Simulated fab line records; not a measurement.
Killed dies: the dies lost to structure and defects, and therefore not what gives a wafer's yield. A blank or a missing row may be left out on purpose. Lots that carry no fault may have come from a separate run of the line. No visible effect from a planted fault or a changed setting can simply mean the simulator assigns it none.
fab line records	flow nand_harc
record: lots: 13	wafers: 38	last_day: 24
route steps=1159 shown A_SLIT@795 A_WL_FILL@813 END@1159
lots with no fault: from the same line, run without faults
start_h: start of the lot's first displayed wafer, in hours after the record's first day	wait_h: hours elapsed since this lot's preceding step	" unchanged from the row above	L1.1+2: a row that stands for several wafers	- either no value or no given start	* or withheld: withheld	< > ~ a bound
route shown NAME@n: names a module that has steps shown in the file, with the first one's number in the route	usual: mean and standard deviation over wafers with no fault	same: alike in all rows	chamber/n: place in a boat	sites: per-site readings	_std_site: their standard deviation	_edge_site: mean of outer sites minus mean of inner sites	radius_mm: for every site, how far away it sits from the centre of the wafer	mask NAME#n: copy n	behind: the last tool/chamber to shape the wafer	hold: reason for holding the lot/hours on hold/outcome of the hold	device: whichever transistor did not switch (one of n, p or np)	end of line: the tests these same wafers got at the end of their route	a step given without rows: its recipe and nothing more	killed: dies that structure and defects cost at the first sort, which is not the same as the wafer's yield	map: the dies of a wafer, with x for killed, . for not killed, _ for no die there
set.NAME: the run value of the setting; set.NAME@STEP: its run value at that earlier step	model.NAME: the simulator's own value behind a step, which no gauge read
the route's steps for a sample of lots (tables are steps, rows are wafers)
services: from which hour (start_h, from the record's first day; less than 0 if before it) a tool's chamber was out of use, for how many hours, and why
== steps ==
step: NHARC_A_SLIT_ETCH_15
recipe: target_depth_a: 32000	over_etch_frac: 0.3	time_s: 832	ion_energy_ev: 150	o2_flow_sccm: 400	cos_flow_sccm: 20	ar_flow_sccm: 0	rf_w: 500	bias_w: 300	chemistry: O2/COS
usual: drypump_motor_current_A: 5.6/0.36	oes_product_au: 1.004/0.0079	rf_vpp_V: 313.1/1.9	showerhead_plenum_p_Torr: 3.06/0.12	throttle_valve_pct: 28.331/0.0096
lot.wafer	tool	chamber	start_h	wait_h	drypump_motor_current_A	oes_product_au	rf_hours_counter_h	rf_vpp_V	showerhead_plenum_p_Torr	throttle_valve_pct
L824.4	rie_diel-06	3	-	-	5.9	1.013	2	311.9	3.00	28.337
L824.5	"	3	"	"	5.9	1.010	-	312.1	3.00	28.338
L824.6	"	0	"	"	5.2	1.011	-	312.8	2.99	28.341
L826.4	rie_diel-05	2	-	-	5.6	1.003	13	312.6	3.01	28.342
L826.1	"	3	"	"	5.0	0.999	13	311.6	2.95	28.320
L826.3	"	0	"	"	6.0	1.000	10	313.0	3.04	28.333
L825.6	rie_diel-05	2	-	-	5.6	0.992	-	312.9	3.01	28.324
L825.5	"	3	"	"	5.0	1.002	-	309.9	2.95	28.329
L825.4	"	0	"	"	6.0	1.002	-	313.3	3.04	28.328
L828.2	rie_diel-06	3	-	-	5.9	1.007	6	311.3	3.00	28.323
L828.1	"	0	"	"	5.2	1.002	7	313.2	2.98	28.324
L828.5	"	3	"	"	5.9	1.004	-	310.5	3.00	28.326
L831.2	rie_diel-09	2	-	-	5.8	0.997	8	311.7	2.96	28.335
L831.6	"	3	"	"	5.7	0.995	-	314.1	3.02	28.345
L831.4	"	2	"	"	5.8	0.997	-	310.6	2.95	28.329
L830.3	rie_diel-06	3	-	-	5.9	1.009	8	313.1	3.00	28.321
L830.5	"	2	"	"	5.7	1.005	-	316.0	3.24	28.345
L830.6	"	0	"	"	5.2	1.000	-	310.5	2.98	28.336
L835.3	rie_diel-06	1	-	-	5.6	1.015	9	311.4	2.99	28.329
L835.6	"	3	"	"	5.9	1.010	-	313.6	3.00	28.318
L841.4	rie_diel-06	2	-	-	5.8	1.013	11	316.4	3.24	28.339
L841.3	"	0	"	"	5.2	1.016	12	311.8	2.98	28.334
L841.6	"	2	"	"	5.7	1.015	-	316.3	3.24	28.327
L843.1	rie_diel-05	2	-	-	5.5	1.003	8	312.0	3.00	28.332
L843.3	"	0	"	"	6.0	1.016	6	313.4	3.04	28.327
L843.6	"	2	"	"	5.5	1.006	-	312.5	3.00	28.335
L845.3	rie_diel-05	2	-	-	5.5	1.010	9	311.4	3.00	28.336
L845.1	"	3	"	"	5.0	1.006	6	312.1	2.95	28.334
L845.4	"	0	"	"	6.0	1.019	7	313.8	3.03	28.326
L844.1	rie_diel-05	0	-	-	6.0	1.010	7	313.2	3.03	28.358
L844.3	"	2	"	"	5.5	1.005	9	313.1	3.00	28.322
L844.4	"	3	"	"	5.0	1.011	7	312.3	2.95	28.337
L847.4	rie_diel-05	0	-	-	6.0	1.011	8	311.8	3.03	28.338
L847.2	"	1	"	"	6.3	1.019	10	316.9	3.28	28.323
L847.5	"	3	"	"	5.0	1.009	-	311.5	2.95	28.329
L846.2	rie_diel-06	0	-	-	5.2	1.002	2	312.2	2.98	28.338
L846.4	"	1	"	"	5.6	1.006	2	312.4	2.99	28.325
L846.6	"	0	"	"	5.2	1.006	-	311.6	2.98	28.323
step: NHARC_A_WL_FILL_CVD_03
recipe: target_thk_a: 400	temp_c: 300	pressure_torr: 40	wf6_flow_sccm: 40	h2_flow_sccm: 1600	ar_flow_sccm: 1560	time_s: 3302	material: W
usual: heater_power_w: 421/25	throttle_valve_pct: 8.0/0.32
lot.wafer	tool	chamber	start_h	wait_h	heater_power_w	throttle_valve_pct
L824.4	cvd_w-01	1	326.05	1.0	424	8.1
L824.5	"	1	"	"	437	8.1
L824.6	"	0	"	"	400	8.1
L826.1	cvd_w-01	0	342.68	0.1	389	8.3
L826.4	"	0	"	"	387	7.9
L826.3	"	1	"	"	447	8.4
L825.4	cvd_w-01	0	352.00	6.2	385	8.3
L825.6	"	1	"	"	437	8.3
L825.5	"	0	"	"	392	8.0
L828.1	cvd_w-01	1	353.99	0.4	444	8.3
L828.2	"	0	"	"	385	8.0
L828.5	"	0	356.30	2.7	382	8.1
L831.2	cvd_w-01	0	383.62	0.1	389	8.0
L831.4	"	0	"	"	388	8.1
L831.6	"	1	385.97	2.4	435	8.5
L830.3	cvd_w-01	0	387.39	3.7	381	8.0
L830.6	"	0	"	"	396	7.9
L830.5	"	1	"	"	445	8.2
L835.3	cvd_w-02	1	400.52	1.7	445	7.8
L835.6	"	1	"	"	441	7.7
L841.3	cvd_w-02	0	431.25	1.0	417	7.7
L841.4	"	1	"	"	442	7.8
L841.6	"	0	"	"	394	7.7
L843.1	cvd_w-01	1	448.08	2.5	440	8.6
L843.3	"	1	"	"	443	8.3
L843.6	"	1	"	"	444	8.5
L845.1	cvd_w-01	1	455.75	2.8	450	8.7
L845.4	"	1	"	"	442	8.8
L845.3	"	0	"	"	393	8.1
L844.1	cvd_w-02	1	455.91	2.9	451	7.8
L844.3	"	1	"	"	454	8.0
L844.4	"	0	"	"	412	7.6
L847.2	cvd_w-01	0	472.81	4.7	386	8.0
L847.4	"	0	474.71	6.6	401	8.1
L847.5	"	0	"	"	398	8.0
L846.2	cvd_w-02	1	473.12	4.7	443	8.0
L846.4	"	1	"	"	454	7.8
L846.6	"	0	475.49	7.1	409	7.6
step: NHARC_A_WL_FILL_ETCHBACK_04
recipe: target_depth_a: 600	time_s: 120	chemistry: NF3
usual: drypump_motor_current_A: 5.4/0.45	oes_product_au: 1.004/0.007	run_length_s: 141.4/0.56
lot.wafer	tool	chamber	start_h	wait_h	drypump_motor_current_A	oes_product_au	rf_hours_counter_h	run_length_s
L824.4	rie_metal-03	1	328.51	2.0	5.2	0.995	-	141.6
L824.5	"	1	"	"	5.2	1.000	-	141.8
L824.6	"	0	"	"	5.4	0.999	-	140.9
L826.1	rie_metal-03	1	346.03	2.9	5.1	1.021	2.0	141.7
L826.4	"	0	"	"	5.4	1.003	-	140.4
L826.3	"	1	"	"	5.1	1.005	-	141.7
L825.4	rie_metal-02	1	354.03	1.5	4.7	1.006	-	141.0
L825.5	"	0	"	"	5.6	1.004	-	141.5
L825.6	"	1	"	"	4.7	0.996	-	140.7
L828.1	rie_metal-02	1	357.25	2.8	4.7	0.992	4.1	140.7
L828.2	"	0	"	"	5.6	1.007	4.1	141.3
L828.5	"	1	"	"	4.7	1.009	-	140.6
L831.2	rie_metal-03	1	386.93	2.8	5.2	1.014	3.1	142.1
L831.4	"	1	"	"	5.2	1.011	-	141.4
L831.6	"	1	"	"	5.2	1.008	-	141.5
L830.3	rie_metal-03	0	389.83	2.0	5.4	1.004	-	131.7
L830.5	"	0	"	"	5.4	1.007	-	141.2
L830.6	"	1	"	"	5.2	0.998	-	142.1
L835.3	rie_metal-03	1	402.98	2.0	5.2	1.020	-	132.9
L835.6	"	0	"	"	5.4	1.009	-	140.7
L841.4	rie_metal-01	1	433.68	1.5	6.0	1.011	-	142.1
L841.3	"	0	"	"	6.0	1.000	-	141.5
L841.6	"	1	"	"	6.0	1.003	-	141.9
L843.1	rie_metal-02	1	451.43	2.9	4.7	1.003	1.8	140.8
L843.3	"	0	"	"	5.6	1.011	-	141.4
L843.6	"	0	"	"	5.6	1.003	-	141.4
L845.1	rie_metal-01	0	459.15	2.9	6.0	1.004	3.4	141.5
L845.3	"	1	"	"	6.1	1.014	-	141.9
L845.4	"	0	"	"	6.0	1.008	-	142.3
L844.1	rie_metal-02	1	459.27	2.9	4.7	0.998	2.1	140.6
L844.4	"	1	"	"	4.7	0.993	-	141.4
L844.3	"	0	"	"	5.6	1.004	-	141.5
L846.2	rie_metal-01	1	476.49	2.9	6.1	0.999	3.9	142.5
L846.4	"	1	"	"	6.0	0.998	-	141.8
L846.6	"	1	"	"	6.1	1.003	-	142.2
L847.2	rie_metal-02	0	478.05	4.3	5.6	0.997	2.4	141.6
L847.4	"	0	"	"	5.6	0.994	-	142.0
L847.5	"	1	"	"	4.8	0.988	-	141.1
step: NHARC_A_WL_FILL_ETCHBACK_26
recipe: target_depth_a: 520	time_s: 13.3	hbr_flow_sccm: 150	rf_w: 350	icp_w: 350	bias_w: 60	chemistry: HBr
usual: drypump_motor_current_A: 5.7/0.5	oes_product_au: 0.999/0.0074	run_length_s: 34.3/0.4	throttle_valve_pct: 23.266/0.0091
lot.wafer	tool	chamber	start_h	wait_h	drypump_motor_current_A	oes_product_au	rf_hours_counter_h	run_length_s	throttle_valve_pct
L824.4	rie_si-02	0	344.74	0.4	5.1	0.990	0.9	33.7	23.267
L824.5	"	2	"	"	5.1	0.993	-	34.9	23.273
L824.6	"	3	"	"	6.7	0.987	-	34.5	23.274
L826.3	rie_si-03	2	361.74	0.4	5.2	1.005	0.1	33.8	23.269
L826.4	"	0	"	"	5.7	1.003	0.1	34.9	23.257
L826.1	"	1	"	"	6.1	1.001	0.1	34.6	23.275
L825.4	rie_si-02	2	369.25	0.4	5.1	0.999	1.4	34.9	23.260
L825.6	"	3	"	"	6.7	0.990	-	35.0	23.255
L825.5	"	0	"	"	5.2	1.005	-	33.6	23.262
L828.2	rie_si-02	1	373.41	0.4	6.4	0.996	1.2	34.5	23.275
L828.1	"	3	"	"	6.7	0.991	1.3	34.8	23.267
L828.5	"	1	"	"	6.4	1.004	-	34.6	23.265
L831.2	rie_si-03	0	402.67	0.4	5.8	1.000	0.3	34.5	23.264
L831.4	"	3	"	"	6.0	1.000	0.3	34.6	23.270
L831.6	"	1	"	"	6.1	1.017	-	34.1	23.255
L830.3	rie_si-06	2	402.71	0.4	5.7	0.998	0.2	34.0	23.268
L830.5	"	3	"	"	5.1	0.997	-	34.2	23.266
L830.6	"	0	"	"	5.8	1.010	-	33.8	23.272
L835.3	rie_si-02	1	420.99	0.4	6.4	0.997	0.3	34.6	23.260
L835.6	"	3	"	"	6.7	0.988	-	34.6	23.265
L841.3	rie_si-03	0	450.43	0.4	5.7	0.993	0.6	34.8	23.262
L841.4	"	1	"	"	6.1	0.994	0.6	34.0	23.267
L841.6	"	3	"	"	6.0	1.001	-	34.4	23.268
L843.3	rie_si-03	0	464.04	0.4	5.7	1.004	0.7	34.6	23.273
L843.1	"	1	"	"	6.1	0.994	0.7	34.1	23.266
L843.6	"	0	"	"	5.7	1.005	-	34.6	23.259
L845.3	rie_si-03	2	477.61	0.4	5.2	0.991	0.8	33.7	23.257
L845.1	"	0	"	"	5.7	0.999	0.8	34.6	23.280
L845.4	"	1	"	"	6.1	1.004	0.8	33.9	23.275
L844.3	rie_si-06	3	477.61	0.4	5.1	1.008	0.9	33.7	23.255
L844.1	"	0	"	"	5.8	1.006	0.8	33.8	23.263
L844.4	"	1	"	"	5.7	1.009	0.8	34.2	23.263
L846.2	rie_si-06	2	492.25	0.4	5.7	0.996	0.7	33.7	23.278
L846.4	"	0	"	"	5.8	1.012	0.9	34.6	23.267
L846.6	"	1	"	"	5.7	0.990	-	34.2	23.245
L847.4	rie_si-03	0	497.49	0.4	5.8	0.994	1.0	34.7	23.279
L847.2	"	2	"	"	5.2	0.997	0.9	33.8	23.276
L847.5	"	0	"	"	5.8	0.999	-	34.5	23.268
step: NHARC_END_SORT_01
recipe: temp_c: 25
usual: killed_at_array: 27/11	killed_at_other: 0.8/1.1	killed_at_periphery: 2.8/1.9	killed_dies: 30/11	killed_open: 3.3/1.8	killed_short: 2.3/1.5
same: gross_dies: 677
lot.wafer	tool	chamber	start_h	wait_h	killed_at_array	killed_at_other	killed_at_periphery	killed_dies	killed_open	killed_short
L841.3	prober-01	0	538.32	3.1	16	2	3	21	4	5
L841.4	prober-01	0	539.12	3.4	20	1	7	28	6	2
L841.6	prober-01	0	540.71	4.0	18	0	2	20	3	1
killed by level:class
L841.3 A_CHANNEL_HOLE_D1:chamber_film_flake=3 A_CONTACT:chamber_film_flake=3 A_STAIRCASE:chamber_film_flake=2 THIN_TSV:chamber_film_flake=2 P_STI:geometric_particle:open=1 A_SOURCE_PLATE:geometric_particle:short=1 A_CHANNEL_HOLE_D1:geometric_particle:short=1 A_CHANNEL_FILL_D1:geometric_particle:short=1
L841.4 A_CHANNEL_HOLE_D1:chamber_film_flake=6 A_CONTACT:chamber_film_flake=5 A_CHANNEL_FILL_D1:chamber_film_flake=3 P_CONTACT:geometric_particle:open=2 P_CONTACT:geometric_particle:short=1 P_M2:geometric_particle:open=1 A_ONON_D1:geometric_particle:open=1 A_CHANNEL_HOLE_D1:geometric_particle:short=1
L841.6 A_CHANNEL_HOLE_D1:chamber_film_flake=8 A_STAIRCASE:chamber_film_flake=4 A_CHANNEL_FILL_D1:chamber_film_flake=3 P_GATE:geometric_particle:open=1 P_CONTACT:geometric_particle:open=1 A_CONTACT:geometric_particle:open=1 A_BLC:geometric_particle:short=1 A_SGD_CUT:chamber_film_flake=1
== services ==
tool	chamber	start_h	hours	kind
cvd_w-01	-	292.36	13.0	pm
rie_diel-05	2	305.78	12.0	repair
rie_si-06	0	321.51	4.9	repair
rie_metal-01	-	332.00	9.0	pm
rie_si-03	-	332.00	9.0	pm
rie_diel-05	-	340.60	9.0	pm
rie_diel-06	1	353.42	6.3	repair
rie_si-06	-	360.08	9.0	pm
rie_diel-06	1	366.48	9.1	repair
cvd_w-02	-	377.54	13.0	pm
rie_si-02	-	388.00	9.0	pm
rie_metal-02	-	388.03	9.0	pm
rie_diel-05	3	389.62	7.1	repair
rie_diel-05	0	395.22	9.2	repair
rie_si-02	3	402.13	10.6	repair
rie_diel-05	3	403.33	3.4	repair
rie_si-06	2	413.50	5.0	repair
rie_diel-06	-	418.32	9.0	pm
rie_si-06	0	421.36	2.8	repair
rie_si-06	2	423.08	10.5	repair
rie_si-02	-	435.43	0.3	repair
rie_metal-03	-	453.00	9.0	pm
cvd_w-01	-	477.57	13.0	pm
rie_diel-06	0	477.84	6.1	repair
== key ==
first_sign: step: NHARC_A_WL_FILL_ETCHBACK_04	reading: run_length_s	direction: down	sigmas: 16	usual: *	struck: *
effect none on later readings
met_at NHARC_A_WL_FILL_ETCHBACK_04
struck_lots L830,L835
struck_wafers L830.3,L835.3
sort_left_out L835.3
tester_left_out L830,L835
not_acting_at NHARC_A_SLIT_ETCH_15,NHARC_A_WL_FILL_CVD_03,NHARC_A_WL_FILL_ETCHBACK_26
onset_between 386.93 389.83
fault: kind: process_parameter_drift	tool: rie_metal-03	chamber: -	onset_h: 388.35	steps: NHARC_A_WL_FILL_ETCHBACK_04	channel: time_s	offset: *	shape: step	end_h: 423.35	scope: struck_wafers_only	acts_in: *	stated: *
tester_left_out: of these lots the tester's yield and bins aren't shown, on N5 and GAA mostly nor the transistor test; their killed dies are dies lost to structure and defects alone, not to doping, threshold or leakage, so they don't give the yield
sort_left_out: the simulated sort isn't trusted on such a fault, so these wafers' sort isn't shown, and their yield isn't known
